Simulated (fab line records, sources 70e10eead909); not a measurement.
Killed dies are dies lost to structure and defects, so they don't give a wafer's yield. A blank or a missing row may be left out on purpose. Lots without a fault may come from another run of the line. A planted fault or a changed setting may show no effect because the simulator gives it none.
fab line records | flow nand_harc
record lots=7 wafers=21 last_day=24
route steps=1159 shown A_STAIRCASE@648
lots that met no fault: from a run of the same line without faults
start_h: hours from the record's first day to the start of the lot's first wafer shown | wait_h: hours since the lot's step before | " the same as in the row above | L1.1+2: a row that stands for several wafers | - no value, or no start given | * or withheld: withheld | < > ~ a bound
route shown NAME@n: a module of which the file shows steps, and the number in the route of the first | usual: mean/standard deviation of fault-free wafers | same: alike in all rows | chamber/n: place in a boat | sites: the reading at each site | _std_site: their standard deviation | _edge_site: outer sites' mean less inner sites' | radius_mm: how far each site lies from the wafer's centre | mask NAME#n: copy n | behind: the tool/chamber that last shaped the wafer | hold: why the lot was held/for how many hours/how that ended | device: the transistor (n, p or np) that didn't switch | end of line: the same wafers' tests at the end of the route | a step without rows: its recipe alone | killed: dies lost to structure and defects at the first sort, not the wafer's yield | map: a wafer's dies, x killed, . not, _ none there
set.NAME: the setting as run; set.NAME@STEP: as run at that earlier step | model.NAME: the simulator's own value behind a step, which no gauge read
lots at some steps of the route; a table a step, a row a wafer
services: from which hour (start_h, from the record's first day; less than 0 if before it) a tool's chamber was out of use, for how many hours, and why
## steps
# step NHARC_A_STAIRCASE_STRIP_254
# recipe power_w=1500 temp_c=250 chemistry=O2
# step NHARC_A_STAIRCASE_STRIP_255
# recipe time_s=900 temp_c=130 chemistry=SPM
# step NHARC_A_STAIRCASE_PRECLEAN_256
# recipe time_s=* temp_c=50 bath_age_min=0 chemistry=SC1
# step NHARC_A_STAIRCASE_SRD_257
# step NHARC_A_STAIRCASE_HM_DEP_456
# recipe target_thk_a=15000 temp_c=400 material=aC
# step NHARC_A_STAIRCASE_DEP_259
# recipe target_thk_a=300 target_thk_nm=30 temp_c=400 pressure_torr=3.5 flow_sccm=200 rf_w=350 material=SiON
# step NHARC_A_STAIRCASE_DEHYDRATE_281
# recipe temp_c=150 time_s=120
# step NHARC_A_STAIRCASE_HMDS_282
# recipe time_s=30
# step NHARC_A_STAIRCASE_COAT_283
# recipe spin_rpm=1200
# step NHARC_A_STAIRCASE_SOFTBAKE_284
# recipe temp_c=135 time_s=170
# step NHARC_A_STAIRCASE_EBR_285
# step NHARC_A_STAIRCASE_EXPOSE_286
# recipe na=0.5 dose_mj=25.01 mask_id=CHOP_100
# step NHARC_A_STAIRCASE_PEB_287
# recipe peb_temp_c=115 peb_time_s=130
# usual chill_plate_temp_C=22.99/0.11 exhaust_pa=45.1/0.9 heater_power_total_W=123.88/0.19
# columns lot.wafer tool chamber start_h wait_h chill_plate_temp_C exhaust_pa heater_power_total_W
L639.1 litho_track-05 0 267.23 0.1 23.13 44.7 124.07
L639.2 " 0 " " 22.98 45.2 123.81
L639.3 " 0 " " 22.92 44.2 124.03
L643.2 litho_track-07 - 288.77 0.1 - - -
L643.4 " - " " - - -
L643.5 " - " " - - -
L642.2 litho_track-02 - 289.71 0.1 - - -
L642.5 " - " " - - -
L642.6 " - " " - - -
L645.3 litho_track-07 - 308.02 0.1 - - -
L645.5 " - " " - - -
L645.6 " - " " - - -
L647.2 litho_track-07 0 309.12 0.1 22.83 46.2 123.61
L647.3 " 0 " " 22.89 46.4 124.08
L647.6 " 0 " " 22.91 45.5 124.13
L654.4 litho_track-05 0 359.95 0.0 23.18 45.2 123.95
L654.5 " 0 " " 23.12 44.9 123.69
L654.6 " 0 " " 23.15 45.1 124.09
L658.4 litho_track-02 0 384.12 0.1 23.07 45.0 123.91
L658.5 " 0 " " 22.97 46.0 123.90
L658.6 " 0 " " 22.95 45.3 123.96
# step NHARC_A_STAIRCASE_DEVELOP_288
# recipe time_s=140
# step NHARC_A_STAIRCASE_HARDBAKE_290
# recipe temp_c=120 time_s=140
# step NHARC_A_STAIRCASE_DESCUM_291
# recipe time_s=3 o2_flow_sccm=200 ar_flow_sccm=0 bias_power_w=0 chemistry=O2
# step NHARC_A_STAIRCASE_ETCH_292
# recipe cf4_flow_sccm=100 chf3_flow_sccm=30 ar_flow_sccm=0 rf_w=500 bias_w=200 chemistry=CF4/CHF3
# step NHARC_A_STAIRCASE_HM_OPEN_460
# recipe o2_flow_sccm=400 cos_flow_sccm=20 ar_flow_sccm=0 rf_w=500 bias_w=300 chemistry=O2/COS
# step NHARC_A_STAIRCASE_STRIP_461
# recipe o2_flow_sccm=400 cos_flow_sccm=20 ar_flow_sccm=0 bias_w=0 chemistry=O2/COS
# step NHARC_A_STAIRCASE_ETCH_452
# recipe target_depth_a=300 overetch_a=30 time_s=16.5 ion_energy_ev=100 cf4_flow_sccm=80 o2_flow_sccm=20 ar_flow_sccm=0 rf_w=300 bias_w=100 chemistry=CF4/O2
# step NHARC_A_STAIRCASE_ETCH_294
# recipe target_depth_a=49920 time_s=1212.4 ion_energy_ev=800 c4f8_flow_sccm=80 o2_flow_sccm=60 ar_flow_sccm=withheld rf_w=600 bias_w=3000 chemistry=C4F8/O2/Ar
# usual chamber_pressure_mTorr=24.996/0.025 oes_product_au=0.937/0.013 rf_vpp_V=1824/10
# columns lot.wafer tool chamber start_h wait_h chamber_pressure_mTorr oes_product_au rf_hours_counter_h rf_vpp_V
L639.3 rie_diel-02 1 - - 25.012 0.951 40 1824
L639.2 " 3 " " 24.996 0.934 31 1823
L639.1 " 0 " " 24.999 0.943 40 1817
L642.2 rie_diel-02 3 - - 25.031 0.912 38 1823
L642.5 " 3 " " 24.948 0.921 - 1823
L642.6 " 0 " " 25.028 0.930 - 1818
L643.2 rie_diel-01 2 - - 24.979 0.933 56 1809
L643.5 " 2 " " 24.997 0.942 - 1807
L643.4 " 1 " " 25.004 0.932 - 1813
L645.3 rie_diel-07 1 - - 24.999 0.949 26 1830
L645.6 " 3 " " 25.025 0.943 - 1838
L645.5 " 0 " " 24.987 0.931 - 1835
L647.3 rie_diel-01 2 - - 24.971 0.934 63 1808
L647.2 " 0 " " 24.993 0.950 61 1827
L647.6 " 2 " " 25.036 0.926 - 1806
L654.4 rie_diel-02 0 - - 25.013 0.941 11 1817
L654.6 " 0 " " 24.993 0.932 - 1814
L654.5 " 1 " " 24.976 0.956 - 1823
L658.4 rie_diel-01 2 - - 24.990 0.935 22 1846
L658.5 " 2 " " 25.009 0.938 - 1846
L658.6 " 3 " " 24.963 0.945 - 1812
# step NHARC_A_STAIRCASE_STRIP_295
# recipe o2_flow_sccm=500 ar_flow_sccm=0 bias_w=0 chemistry=O2
# usual chamber_pressure_mTorr=60.00/0.06 drypump_motor_current_A=5.77/0.29 oes_product_au=1.003/0.013 rf_vpp_V=57.7/0.86 showerhead_plenum_p_Torr=3.49/0.13 throttle_valve_pct=17.036/0.0094
# columns lot.wafer tool chamber start_h wait_h chamber_pressure_mTorr drypump_motor_current_A oes_product_au rf_hours_counter_h rf_vpp_V showerhead_plenum_p_Torr throttle_valve_pct
L639.3 rie_diel-02 1 - - 59.97 6.19 1.006 40 58.4 3.50 17.031
L639.2 " 2 " " 60.07 5.77 0.991 40 57.2 3.57 17.026
L639.1 " 0 " " 59.97 6.04 1.008 40 59.5 3.39 17.049
L642.2 rie_diel-02 2 - - 60.09 5.77 1.006 47 57.3 3.56 17.041
L642.5 " 1 " " 59.98 6.17 1.010 - 58.9 3.50 17.034
L642.6 " 2 " " 60.03 5.77 1.012 - 57.9 3.56 17.031
L643.4 rie_diel-01 1 - - 59.99 5.41 1.011 49 57.4 3.33 17.035
L643.2 " 2 " " 59.92 5.72 1.012 57 55.3 3.27 17.036
L643.5 " 2 " " 60.05 5.72 0.998 - 56.8 3.27 17.048
L645.3 rie_diel-07 0 - - 59.98 5.52 1.006 28 58.0 3.64 17.042
L645.5 " 0 " " 59.94 5.54 1.002 - 57.5 3.64 17.042
L645.6 " 1 " " 59.98 5.63 1.011 - 57.9 3.60 17.030
L647.2 rie_diel-01 1 - - 59.94 5.34 1.007 56 58.1 3.33 17.031
L647.3 " 2 " " 59.92 5.73 1.012 64 57.0 3.27 17.039
L647.6 " 1 " " 59.94 5.38 1.004 - 56.5 3.33 17.029
L654.4 rie_diel-02 0 - - 60.02 6.04 0.984 12 57.5 3.38 17.031
L654.5 " 3 " " 59.96 5.27 0.980 - 56.0 3.46 17.027
L654.6 " 0 " " 59.90 6.01 0.991 - 57.9 3.38 17.044
L658.4 rie_diel-01 3 - - 60.04 5.97 1.008 25 58.2 3.32 17.021
L658.6 " 3 " " 59.97 5.94 1.004 - 57.7 3.32 17.044
L658.5 " 0 " " 60.12 5.65 0.999 - 58.0 3.53 17.045
# step NHARC_A_STAIRCASE_STRIP_296
# recipe time_s=900 temp_c=130 chemistry=SPM
# step NHARC_A_STAIRCASE_PRECLEAN_297
# recipe time_s=* temp_c=50 bath_age_min=0 chemistry=SC1
# step NHARC_A_STAIRCASE_SRD_298
# step NHARC_A_STAIRCASE_HM_DEP_462
# recipe target_thk_a=8000 temp_c=400 material=aC
# usual throttle_valve_pct=35.001/0.0085
# columns lot.wafer tool chamber start_h wait_h throttle_valve_pct
L639.1 acl_dep-02 0 273.43 2.3 35.011
L639.2 " 0 " " 34.992
L639.3 " 0 " " 34.995
L642.2 acl_dep-02 0 293.60 0.6 35.011
L642.5 " 0 " " 35.008
L642.6 " 0 " " 34.993
L643.2 acl_dep-02 0 295.43 1.5 35.010
L643.4 " 0 " " 35.005
L643.5 " 0 " " 35.004
L647.2 acl_dep-03 0 312.59 0.4 35.008
L647.3 " 0 " " 34.990
L647.6 " 0 " " 34.999
L645.3 acl_dep-01 0 312.83 0.7 34.993
L645.5 " 0 " " 34.991
L645.6 " 0 " " 35.014
L654.4 acl_dep-01 0 365.25 2.6 35.002
L654.5 " 0 " " 35.016
L654.6 " 0 " " 35.002
L658.4 acl_dep-01 0 387.89 1.0 35.007
L658.5 " 0 " " 35.022
L658.6 " 0 " " 34.992
# step NHARC_A_STAIRCASE_DEP_301
# recipe target_thk_a=300 target_thk_nm=30 temp_c=400 pressure_torr=3.5 flow_sccm=200 rf_w=350 material=SiON
# usual heater_power_w=742/83
# columns lot.wafer tool chamber start_h wait_h heater_power_w
L639.1 pecvd-01 0 275.30 1.6 590
L639.2 " 1 " " 825
L639.3 " 2 " " 800
L642.2 pecvd-04 2 295.20 1.3 833
L642.6 " 1 " " 688
L642.5 " 2 " " 829
L643.2 pecvd-04 0 296.98 1.2 648
L643.5 " 1 " " 721
L643.4 " 2 " " 794
L645.3 pecvd-04 1 314.11 1.0 635
L645.5 " 1 " " 653
L645.6 " 2 " " 833
L647.3 pecvd-03 2 314.18 1.0 729
L647.2 " 0 " " 628
L647.6 " 0 " " 615
L654.5 pecvd-04 0 366.36 0.5 646
L654.6 " 1 " " 692
L654.4 " 2 " " 846
L658.5 pecvd-01 2 388.91 0.4 794
L658.6 " 0 " " 682
L658.4 " 1 " " 862
# step NHARC_A_STAIRCASE_DEHYDRATE_302
# recipe temp_c=150 time_s=120
# step NHARC_A_STAIRCASE_HMDS_303
# recipe time_s=30
# step NHARC_A_STAIRCASE_COAT_304
# recipe spin_rpm=1200
# step NHARC_A_STAIRCASE_SOFTBAKE_305
# recipe temp_c=135 time_s=170
# step NHARC_A_STAIRCASE_EBR_306
# step NHARC_A_STAIRCASE_EXPOSE_307
# recipe na=0.5 dose_mj=45.72 mask_id=CHOP_50
# step NHARC_A_STAIRCASE_PEB_308
# recipe peb_temp_c=115 peb_time_s=130
# step NHARC_A_STAIRCASE_DEVELOP_309
# recipe time_s=140
# step NHARC_A_STAIRCASE_HARDBAKE_311
# recipe temp_c=120 time_s=140
# step NHARC_A_STAIRCASE_DESCUM_312
# recipe time_s=3 o2_flow_sccm=200 ar_flow_sccm=0 bias_power_w=0 chemistry=O2
# step NHARC_A_STAIRCASE_ETCH_313
# recipe cf4_flow_sccm=100 chf3_flow_sccm=30 ar_flow_sccm=0 rf_w=500 bias_w=200 chemistry=CF4/CHF3
# usual chamber_pressure_mTorr=25.000/0.022 drypump_motor_current_A=5.73/0.26 oes_product_au=0.940/0.022 rf_vpp_V=369.7/2.4 showerhead_plenum_p_Torr=1.55/0.069 throttle_valve_pct=16.804/0.0086
# columns lot.wafer tool chamber start_h wait_h chamber_pressure_mTorr drypump_motor_current_A oes_product_au rf_hours_counter_h rf_vpp_V showerhead_plenum_p_Torr throttle_valve_pct
L639.1 rie_diel-01 0 276.37 0.1 24.957 5.66 0.953 48 372.0 1.58 16.809
L639.2 " 1 " " 25.015 5.33 0.927 42 366.4 1.49 16.806
L639.3 " 3 " " 24.960 5.91 0.912 45 366.9 1.49 16.795
L642.2 rie_diel-01 1 296.32 0.2 25.023 5.35 0.941 50 368.7 1.48 16.807
L642.6 " 2 " " 25.022 5.72 0.930 - 366.5 1.46 16.816
L642.5 " 3 " " 24.995 5.94 0.914 - 367.9 1.49 16.795
L643.2 rie_diel-01 3 298.05 0.1 24.979 5.96 0.909 51 368.4 1.49 16.800
L643.4 " 0 " " 24.983 5.66 0.940 57 370.8 1.58 16.793
L643.5 " 3 " " 25.014 5.94 0.919 - 368.2 1.49 16.796
L645.3 rie_diel-02 2 315.18 0.1 24.992 5.77 0.930 55 371.5 1.59 16.799
L645.5 " 1 " " 25.003 6.18 0.937 - 370.7 1.56 16.791
L645.6 " 2 " " 25.026 5.76 0.938 - 371.7 1.59 16.811
L647.2 rie_diel-02 3 315.48 0.2 24.978 5.28 0.910 47 369.9 1.55 16.820
L647.3 " 2 " " 24.972 5.76 0.913 55 369.2 1.59 16.792
L647.6 " 3 " " 25.010 5.25 0.913 - 369.1 1.55 16.804
L654.4 rie_diel-07 2 367.37 0.1 24.988 5.96 0.992 48 370.6 1.57 16.805
L654.5 " 3 " " 24.992 6.19 0.962 - 371.9 1.64 16.795
L654.6 " 0 " " 24.979 5.55 0.969 - 372.4 1.62 16.807
L658.4 rie_diel-01 1 389.79 0.1 25.004 5.40 0.908 24 366.3 1.48 16.815
L658.5 " 2 " " 25.040 5.74 0.921 - 374.1 1.69 16.790
L658.6 " 3 " " 24.993 5.92 0.920 - 367.5 1.48 16.805
# step NHARC_A_STAIRCASE_HM_OPEN_463
# recipe o2_flow_sccm=400 cos_flow_sccm=20 ar_flow_sccm=0 rf_w=500 bias_w=300 chemistry=O2/COS
## services
# columns tool chamber start_h hours kind
rie_diel-01 0 244.98 - clean
rie_diel-01 1 244.98 - clean
rie_diel-01 2 244.98 - clean
rie_diel-01 3 244.98 - clean
acl_dep-01 - 250.04 3.7 repair
rie_diel-01 0 269.53 - clean
rie_diel-01 1 269.53 - clean
rie_diel-01 2 269.53 - clean
rie_diel-01 3 269.53 - clean
pecvd-04 0 270.08 21.1 repair
rie_diel-01 3 288.44 4.6 repair
pecvd-03 - 292.48 13.0 pm
acl_dep-01 - 293.70 13.0 pm
rie_diel-01 0 294.03 - clean
rie_diel-01 1 294.03 - clean
rie_diel-01 2 294.03 - clean
rie_diel-02 - 297.41 0.8 repair
rie_diel-01 - 314.86 9.0 pm
rie_diel-02 - 327.99 9.0 pm
litho_track-02 - 340.00 7.0 pm
rie_diel-07 0 347.99 10.7 repair
acl_dep-02 - 349.56 13.0 pm
litho_track-07 - 364.00 7.0 pm
pecvd-04 - 376.41 13.0 pm
## key
first_sign step=NHARC_A_STAIRCASE_PEB_287 reading=tool_record direction=missing
effect none on later readings
met_at NHARC_A_STAIRCASE_PEB_287
struck_wafers L642.2,L642.5,L642.6,L643.2,L643.4,L643.5,L645.3,L645.5,L645.6
scrapped_behind NHARC_A_SGD_CUT_INSPECT_11 L642.2,L642.5,L642.6,L643.2,L643.4,L643.5,L645.3,L645.5,L645.6
fault kind=skipped_step_whole tool=litho_track-02,litho_track-07 chamber=- onset_h=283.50 steps=NHARC_A_STAIRCASE_PEB_287 scope=struck_lots_only
